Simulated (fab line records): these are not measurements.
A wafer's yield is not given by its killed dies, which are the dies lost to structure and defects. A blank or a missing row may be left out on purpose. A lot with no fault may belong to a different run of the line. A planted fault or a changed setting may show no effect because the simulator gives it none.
Matching of chambers + flow n5 finfet + rie diel-05 running N5_FIN_SAQP_ETCH_67: 4 sister chambers
The step etches SiNx in CH3F/O2, target depth 30 nm. 4 wafers are shown with their chamber, then 10 later ones without.

== EACH WAFER AND ITS CHAMBER ==
| wafer  | chamber | showerhead plenum p Torr (Torr) |
|--------|---------|---------------------------------|
| L082.2 | 3       | 2.06                            |
| L090.3 | 2       | 1.95                            |
| L091.1 | 0       | 2.04                            |
| L091.3 | 1       | 1.94                            |

== WAFERS WITH NO CHAMBER GIVEN ==
| wafer  | showerhead plenum p Torr (Torr) |
|--------|---------------------------------|
| L091.6 | 1.94                            |
| L093.1 | 1.94                            |
| L093.4 | 2.03                            |
| L093.6 | 1.94                            |
| L095.2 | 2.05                            |
| L095.4 | 1.94                            |
| L095.5 | 1.94                            |
| L097.2 | 2.05                            |
| L097.3 | 1.94                            |
| L097.5 | 1.94                            |

== EACH ONE'S CHAMBER ==
| wafer  | from the rows above     | in truth |
|--------|-------------------------|----------|
| L091.6 | can't be placed: 1 or 2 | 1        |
| L093.1 | can't be placed: 1 or 2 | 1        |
| L093.4 | 0                       | 0        |
| L093.6 | can't be placed: 1 or 2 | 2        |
| L095.2 | can't be placed: 0 or 3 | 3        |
| L095.4 | can't be placed: 1 or 2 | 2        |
| L095.5 | can't be placed: 1 or 2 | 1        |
| L097.2 | can't be placed: 0 or 3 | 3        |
| L097.3 | can't be placed: 1 or 2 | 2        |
| L097.5 | can't be placed: 1 or 2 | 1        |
Correct placement for 1 of the 10. Unplaceable from these rows: 9, with the true chamber sitting among the candidates in 9. 0 placed wrongly.
How it was worked out, from the rows above alone: a wafer's distance from a chamber is the root of the sum, over the readings, of the square of ((its reading less the chamber's mean) divided by the reading's scatter). If the next closest chamber is less than 2 further off than the closest, the wafer can't be placed; otherwise it belongs to the closest. For every chamber, the mean is computed from those of its wafers that are shown. The scatter (one wafer shown for each chamber): square how far every hidden wafer sits from the nearest shown wafer, average those squares and take the square root.
